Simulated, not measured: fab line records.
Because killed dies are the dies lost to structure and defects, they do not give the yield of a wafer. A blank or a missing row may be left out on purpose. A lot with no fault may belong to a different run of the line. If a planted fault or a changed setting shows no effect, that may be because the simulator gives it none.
Lot-split experiment :: flow n5 finfet :: 39 wafers read from 7 lots, route of 1938 steps

== THE SPLIT ITSELF ==
At N5_BEOL_M0_ETCH_128 (etches SiCN in CF4/N2, target depth 12 nm, overetch 5.1 nm, time 21.4 s), the setting time s was moved away from the recipe's 21.4 s on 18 of the 39 wafers read, by -34.9% to +46.9%. The other wafers ran this setting at the recipe's value.

The reading comes from the split's own step.

== THE READING ==
TiN_of_BEOL_M0_SAQP_HM_DEP_02.thk nm (the simulator's own value, which no gauge read), in nm, at N5_BEOL_M0_ETCH_128 (etches SiCN in CF4/N2, target depth 12 nm, overetch 5.1 nm, time 21.4 s). The file does not state a usual value for it. Across the 21 wafers here that went through the recipe, the average is 11.0 nm and the standard deviation 0.16 nm.

wafer: L079.2
tool, chamber at the split: rie diel-04, 0,3
time s as run, s: 21.4
against the recipe: recipe
TiN_of_BEOL_M0_SAQP_HM_DEP_02.thk nm, nm: 11
against lot-mates on the recipe: -

wafer: L079.6
tool, chamber at the split: rie diel-04, 0,3
time s as run, s: 21.4
against the recipe: recipe
TiN_of_BEOL_M0_SAQP_HM_DEP_02.thk nm, nm: 11
against lot-mates on the recipe: -

wafer: L079.3
tool, chamber at the split: rie diel-04, 2
time s as run, s: 21.4
against the recipe: recipe
TiN_of_BEOL_M0_SAQP_HM_DEP_02.thk nm, nm: 11.2
against lot-mates on the recipe: -

wafer: L080.1
tool, chamber at the split: rie diel-04, 1,2,2
time s as run, s: 28.99
against the recipe: +35.5%
TiN_of_BEOL_M0_SAQP_HM_DEP_02.thk nm, nm: 10.4
against lot-mates on the recipe: -0.3

wafer: L080.3
tool, chamber at the split: rie diel-04, 1,2,2
time s as run, s: 28.99
against the recipe: +35.5%
TiN_of_BEOL_M0_SAQP_HM_DEP_02.thk nm, nm: 10.4
against lot-mates on the recipe: -0.3

wafer: L080.5
tool, chamber at the split: rie diel-04, 1,2,2
time s as run, s: 28.99
against the recipe: +35.5%
TiN_of_BEOL_M0_SAQP_HM_DEP_02.thk nm, nm: 10.4
against lot-mates on the recipe: -0.3

wafer: L080.2
tool, chamber at the split: rie diel-04, 3
time s as run, s: 21.4
against the recipe: recipe
TiN_of_BEOL_M0_SAQP_HM_DEP_02.thk nm, nm: 10.6
against lot-mates on the recipe: -

wafer: L080.4
tool, chamber at the split: rie diel-04, 0,1
time s as run, s: 21.4
against the recipe: recipe
TiN_of_BEOL_M0_SAQP_HM_DEP_02.thk nm, nm: 10.8
against lot-mates on the recipe: -

wafer: L080.6
tool, chamber at the split: rie diel-04, 0,1
time s as run, s: 21.4
against the recipe: recipe
TiN_of_BEOL_M0_SAQP_HM_DEP_02.thk nm, nm: 10.8
against lot-mates on the recipe: -

wafer: L082.1
tool, chamber at the split: rie diel-01, 0
time s as run, s: 31.44
against the recipe: +46.9%
TiN_of_BEOL_M0_SAQP_HM_DEP_02.thk nm, nm: 10.4
against lot-mates on the recipe: -0.7

wafer: L082.5
tool, chamber at the split: rie diel-01, 0
time s as run, s: 31.44
against the recipe: +46.9%
TiN_of_BEOL_M0_SAQP_HM_DEP_02.thk nm, nm: 10.4
against lot-mates on the recipe: -0.7

wafer: L082.2
tool, chamber at the split: rie diel-01, 3
time s as run, s: 31.44
against the recipe: +46.9%
TiN_of_BEOL_M0_SAQP_HM_DEP_02.thk nm, nm: 10.6
against lot-mates on the recipe: -0.5

wafer: L082.3
tool, chamber at the split: rie diel-01, 2,1
time s as run, s: 21.4
against the recipe: recipe
TiN_of_BEOL_M0_SAQP_HM_DEP_02.thk nm, nm: 11
against lot-mates on the recipe: -

wafer: L082.6
tool, chamber at the split: rie diel-01, 2,1
time s as run, s: 21.4
against the recipe: recipe
TiN_of_BEOL_M0_SAQP_HM_DEP_02.thk nm, nm: 11
against lot-mates on the recipe: -

wafer: L082.4
tool, chamber at the split: rie diel-01, 1
time s as run, s: 21.4
against the recipe: recipe
TiN_of_BEOL_M0_SAQP_HM_DEP_02.thk nm, nm: 11.2
against lot-mates on the recipe: -

wafer: L083.1
tool, chamber at the split: rie diel-05, 0
time s as run, s: 21.4
against the recipe: recipe
TiN_of_BEOL_M0_SAQP_HM_DEP_02.thk nm, nm: 11.2
against lot-mates on the recipe: -

wafer: L083.2
tool, chamber at the split: rie diel-05, 3,2
time s as run, s: 21.4
against the recipe: recipe
TiN_of_BEOL_M0_SAQP_HM_DEP_02.thk nm, nm: 11
against lot-mates on the recipe: -

wafer: L083.4
tool, chamber at the split: rie diel-05, 3,2
time s as run, s: 21.4
against the recipe: recipe
TiN_of_BEOL_M0_SAQP_HM_DEP_02.thk nm, nm: 11
against lot-mates on the recipe: -

wafer: L083.3
tool, chamber at the split: rie diel-05, 1
time s as run, s: 29.03
against the recipe: +35.7%
TiN_of_BEOL_M0_SAQP_HM_DEP_02.thk nm, nm: 10.6
against lot-mates on the recipe: -0.5

wafer: L083.6
tool, chamber at the split: rie diel-05, 1
time s as run, s: 29.03
against the recipe: +35.7%
TiN_of_BEOL_M0_SAQP_HM_DEP_02.thk nm, nm: 10.6
against lot-mates on the recipe: -0.5

wafer: L083.5
tool, chamber at the split: rie diel-05, 2
time s as run, s: 29.03
against the recipe: +35.7%
TiN_of_BEOL_M0_SAQP_HM_DEP_02.thk nm, nm: 10.4
against lot-mates on the recipe: -0.7

wafer: L084.1
tool, chamber at the split: rie diel-04, 1
time s as run, s: 13.94
against the recipe: -34.9%
TiN_of_BEOL_M0_SAQP_HM_DEP_02.thk nm, nm: 11.4
against lot-mates on the recipe: +0.5

wafer: L084.2
tool, chamber at the split: rie diel-04, 3,1
time s as run, s: 13.94
against the recipe: -34.9%
TiN_of_BEOL_M0_SAQP_HM_DEP_02.thk nm, nm: 11.2
against lot-mates on the recipe: +0.3

wafer: L084.4
tool, chamber at the split: rie diel-04, 3,1
time s as run, s: 13.94
against the recipe: -34.9%
TiN_of_BEOL_M0_SAQP_HM_DEP_02.thk nm, nm: 11.2
against lot-mates on the recipe: +0.3

wafer: L084.3
tool, chamber at the split: rie diel-04, 2
time s as run, s: 21.4
against the recipe: recipe
TiN_of_BEOL_M0_SAQP_HM_DEP_02.thk nm, nm: 11
against lot-mates on the recipe: -

wafer: L084.6
tool, chamber at the split: rie diel-04, 2
time s as run, s: 21.4
against the recipe: recipe
TiN_of_BEOL_M0_SAQP_HM_DEP_02.thk nm, nm: 11
against lot-mates on the recipe: -

wafer: L084.5
tool, chamber at the split: rie diel-04, 3
time s as run, s: 21.4
against the recipe: recipe
TiN_of_BEOL_M0_SAQP_HM_DEP_02.thk nm, nm: 10.8
against lot-mates on the recipe: -

wafer: L094.1
tool, chamber at the split: rie diel-04, 2,1,3
time s as run, s: 28.61
against the recipe: +33.7%
TiN_of_BEOL_M0_SAQP_HM_DEP_02.thk nm, nm: 10.6
against lot-mates on the recipe: -0.4

wafer: L094.2
tool, chamber at the split: rie diel-04, 2,1,3
time s as run, s: 28.61
against the recipe: +33.7%
TiN_of_BEOL_M0_SAQP_HM_DEP_02.thk nm, nm: 10.6
against lot-mates on the recipe: -0.4

wafer: L094.6
tool, chamber at the split: rie diel-04, 2,1,3
time s as run, s: 28.61
against the recipe: +33.7%
TiN_of_BEOL_M0_SAQP_HM_DEP_02.thk nm, nm: 10.6
against lot-mates on the recipe: -0.4

wafer: L094.3
tool, chamber at the split: rie diel-04, 3
time s as run, s: 21.4
against the recipe: recipe
TiN_of_BEOL_M0_SAQP_HM_DEP_02.thk nm, nm: 10.8
against lot-mates on the recipe: -

wafer: L094.4
tool, chamber at the split: rie diel-04, 0
time s as run, s: 21.4
against the recipe: recipe
TiN_of_BEOL_M0_SAQP_HM_DEP_02.thk nm, nm: 11.2
against lot-mates on the recipe: -

wafer: L094.5
tool, chamber at the split: rie diel-04, 0
time s as run, s: 21.4
against the recipe: recipe
TiN_of_BEOL_M0_SAQP_HM_DEP_02.thk nm, nm: 11
against lot-mates on the recipe: -

wafer: L096.1
tool, chamber at the split: rie diel-01, 2,1,1
time s as run, s: 14.84
against the recipe: -30.7%
TiN_of_BEOL_M0_SAQP_HM_DEP_02.thk nm, nm: 11.2
against lot-mates on the recipe: +0.4

wafer: L096.3
tool, chamber at the split: rie diel-01, 2,1,1
time s as run, s: 14.84
against the recipe: -30.7%
TiN_of_BEOL_M0_SAQP_HM_DEP_02.thk nm, nm: 11.2
against lot-mates on the recipe: +0.4

wafer: L096.6
tool, chamber at the split: rie diel-01, 2,1,1
time s as run, s: 14.84
against the recipe: -30.7%
TiN_of_BEOL_M0_SAQP_HM_DEP_02.thk nm, nm: 11.2
against lot-mates on the recipe: +0.4

wafer: L096.2
tool, chamber at the split: rie diel-01, 3,0,2
time s as run, s: 21.4
against the recipe: recipe
TiN_of_BEOL_M0_SAQP_HM_DEP_02.thk nm, nm: 10.8
against lot-mates on the recipe: -

wafer: L096.4
tool, chamber at the split: rie diel-01, 3,0,2
time s as run, s: 21.4
against the recipe: recipe
TiN_of_BEOL_M0_SAQP_HM_DEP_02.thk nm, nm: 10.8
against lot-mates on the recipe: -

wafer: L096.5
tool, chamber at the split: rie diel-01, 3,0,2
time s as run, s: 21.4
against the recipe: recipe
TiN_of_BEOL_M0_SAQP_HM_DEP_02.thk nm, nm: 10.8
against lot-mates on the recipe: -
Where a row lists several chambers, the file gives one row for several wafers and doesn't say which wafer went through which chamber.

THE FIT
A straight line over all 39 wafers: TiN_of_BEOL_M0_SAQP_HM_DEP_02.thk nm changes by -0.0107 nm for each +1% of time s; r = -0.88; the points scatter about the line by 0.14 nm.
The same after taking each lot's own level away (the mean of its wafers on the recipe; 39 wafers): -0.0119 nm for each +1%; r = -0.95; scatter 0.1 nm.
According to that fit, moving time s by its largest amount changes the reading by 0.56 nm.
Across the lots, their own levels run from 10.73 to 11.07 nm, a range of 2.1 times the standard deviation given above.
So the slope is not independent of the lot-to-lot level: the two fits are not the same.
Check: -0.557 nm against its lot-mates is what the line predicts for one of the wafers moved furthest among these (+46.9%) when that wafer is left out of the fit. Against them it came out at -0.667 nm.

== OTHER SPLITS APPLIED TO THESE WAFERS ==
Before the reading, these wafers also passed through other splits. Each is held against what the fit with the lots' levels taken away leaves over:
other split on the same wafers: N5_ZERO_LAYER_DEVELOP_10 develop time s
wafers away from the commonest value: 15
r with TiN_of_BEOL_M0_SAQP_HM_DEP_02.thk nm (lot level and that fit taken away): -0.09

other split on the same wafers: N5_FIN_SAQP_PECVD_48 time s
wafers away from the commonest value: 12
r with TiN_of_BEOL_M0_SAQP_HM_DEP_02.thk nm (lot level and that fit taken away): -0.06

other split on the same wafers: N5_SD_EPI_N_ETCH_45 target depth a
wafers away from the commonest value: 15
r with TiN_of_BEOL_M0_SAQP_HM_DEP_02.thk nm (lot level and that fit taken away): +0.05

other split on the same wafers: N5_SDB_HM_DEP_00 target thk a
wafers away from the commonest value: 18
r with TiN_of_BEOL_M0_SAQP_HM_DEP_02.thk nm (lot level and that fit taken away): -0.04

other split on the same wafers: N5_MOL_CONTACT_COAG_ALD_27 ald cycles
wafers away from the commonest value: 12
r with TiN_of_BEOL_M0_SAQP_HM_DEP_02.thk nm (lot level and that fit taken away): -0.14

== THE FILE'S OWN FIT ==
TiN_of_BEOL_M0_SAQP_HM_DEP_02.thk nm changes by -0.012 nm for each +1% of time s, r = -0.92.
